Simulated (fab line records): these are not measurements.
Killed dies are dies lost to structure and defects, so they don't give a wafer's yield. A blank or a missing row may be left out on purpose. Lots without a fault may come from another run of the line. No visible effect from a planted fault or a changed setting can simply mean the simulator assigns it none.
Lot-split experiment -- flow n5-finfet -- 7 lots, 39 wafers read, on a route of 1938 steps

== SPLIT DETAILS ==
At N5_BEOL_M8_ETCH_66 (etches SOC in N2/H2, target depth 80 nm, overetch 16 nm, time 120 s), the setting target-depth-a was moved away from the recipe's 800 angstrom on 12 of the 39 wafers read, by -42.0% to +58.1%. The other wafers ran this setting at the recipe's value.

The reading is taken at the split's own step.

== THE READING ==
BEOL_M8.cd-nm (the simulator's own value, which no gauge read), in nm, at N5_BEOL_M8_ETCH_66 (etches SOC in N2/H2, target depth 80 nm, overetch 16 nm, time 120 s). The file does not state a usual value for it. Across the 27 wafers here that went through the recipe, the average is 39.9 nm and the standard deviation 0.25 nm.

wafer,"tool, chamber at the split","target-depth-a as run, angstrom",against the recipe,"BEOL_M8.cd-nm, nm",against lot-mates on the recipe
L077.1,"rie-diel-01, 3,0",800,recipe,40.2,-
L077.5,"rie-diel-01, 3,0",800,recipe,40.2,-
L077.2,"rie-diel-01, 1,0,1,3",800,recipe,40.2,-
L077.3,"rie-diel-01, 1,0,1,3",800,recipe,40.2,-
L077.4,"rie-diel-01, 1,0,1,3",800,recipe,40.2,-
L077.6,"rie-diel-01, 1,0,1,3",800,recipe,40.2,-
L076.1,"rie-diel-02, 0",800,recipe,39.6,-
L076.5,"rie-diel-02, 0",800,recipe,39.6,-
L076.2,"rie-diel-02, 3,1",800,recipe,40,-
L076.4,"rie-diel-02, 3,1",800,recipe,40,-
L076.3,"rie-diel-02, 2",800,recipe,39.8,-
L076.6,"rie-diel-02, 3",800,recipe,40.4,-
L085.1,"rie-diel-02, 0",464.3,-42.0%,38.8,-0.9
L085.2,"rie-diel-02, 1",464.3,-42.0%,39,-0.7
L085.5,"rie-diel-02, 1",464.3,-42.0%,39,-0.7
L085.3,"rie-diel-02, 2",800,recipe,39.8,-
L085.4,"rie-diel-02, 3",800,recipe,39.8,-
L085.6,"rie-diel-02, 0",800,recipe,39.6,-
L086.1,"rie-diel-06, 0",674.7,-15.7%,39.8,-0.1
L086.2,"rie-diel-06, 1,3",674.7,-15.7%,39.6,-0.3
L086.6,"rie-diel-06, 1,3",674.7,-15.7%,39.6,-0.3
L086.3,"rie-diel-06, 2",800,recipe,40,-
L086.5,"rie-diel-06, 2",800,recipe,40,-
L086.4,"rie-diel-06, 3",800,recipe,39.8,-
L090.1,"rie-diel-02, 3",800,recipe,39.8,-
L090.2,"rie-diel-02, 0",1265,+58.1%,40.8,+0.9
L090.3,"rie-diel-02, 2",1265,+58.1%,40.8,+0.9
L090.4,"rie-diel-02, 3",800,recipe,40.2,-
L090.5,"rie-diel-02, 0",800,recipe,39.6,-
L090.6,"rie-diel-02, 2",1265,+58.1%,41,+1.1
L091.2,"rie-diel-06, 2",800,recipe,39.8,-
L091.5,"rie-diel-06, 2",800,recipe,39.8,-
L091.4,"rie-diel-06, 0",800,recipe,40.2,-
L093.1,"rie-diel-06, 2",523.1,-34.6%,38.8,-0.9
L093.2,"rie-diel-06, 1",800,recipe,40,-
L093.3,"rie-diel-06, 0",800,recipe,39.8,-
L093.4,"rie-diel-06, 3",800,recipe,39.4,-
L093.5,"rie-diel-06, 2",523.1,-34.6%,39,-0.7
L093.6,"rie-diel-06, 1",523.1,-34.6%,39.2,-0.5
If several chambers appear in one row, that row covers several wafers at once and the file leaves open which wafer was in which chamber.

FIT RESULTS
A straight line over all 39 wafers: BEOL_M8.cd-nm changes by +0.0199 nm for each +1% of target-depth-a; r = +0.88; the points scatter about the line by 0.24 nm.
The same after taking each lot's own level away (the mean of its wafers on the recipe; 39 wafers): +0.0184 nm for each +1%; r = +0.92; scatter 0.18 nm.
The reading moves by 1.1 nm for the largest change in target-depth-a, on that fit.
From 39.73 to 40.20 nm: that is the span of the lots' own levels, equal to 1.9 times the standard deviation above.
The two slopes agree, so the slope changes little with the lot-to-lot level.
Check: with one of the wafers moved furthest among these (+58.1%) left out of the fit, the line predicts +1.09 nm for it against its lot-mates. Against them it came out at +0.933 nm.

== THESE WAFERS: OTHER SPLITS ==
Note: prior to the reading, these wafers also went through further splits. Each is held against what the fit with the lots' levels taken away leaves over:
other split on the same wafers,wafers away from the commonest value,r with BEOL_M8.cd-nm (lot level and that fit taken away)
N5_SPACER0_ALD_07 target-thk-a,18,-0.03
N5_SDB_ALD_29 ald-cycles,15,-0.07
N5_MOL_CONTACT_COAG_SPUTTER_143 target-thk-a,15,+0.17
N5_BEOL_M1_ILD_DEP_00 target-thk-a,15,+0.07
N5_BEOL_M3_TRENCH_ETCH_37 time-s,15,+0.22

== THE WHOLE CHAIN: every reading that the file lists as answering this split, in the file's order ==
step,what it does,reading,change (the file's fit),r (the file's)
N5_BEOL_M8_ETCH_66,"etches SOC in N2/H2, target depth 80 nm, overetch 16 nm, time 120 s","SiARC_of_BEOL_M8_COAT_64.thk-nm (the simulator's own value, which no gauge read)",-0.0519 nm for each +1% of the setting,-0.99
N5_BEOL_M8_ETCH_66,"etches SOC in N2/H2, target depth 80 nm, overetch 16 nm, time 120 s","BEOL_M8.cd-nm (the simulator's own value, which no gauge read)",+0.0184 nm for each +1% of the setting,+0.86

== THE FILE'S OWN FIT ==
BEOL_M8.cd-nm changes by +0.0184 nm for each +1% of target-depth-a, r = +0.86.
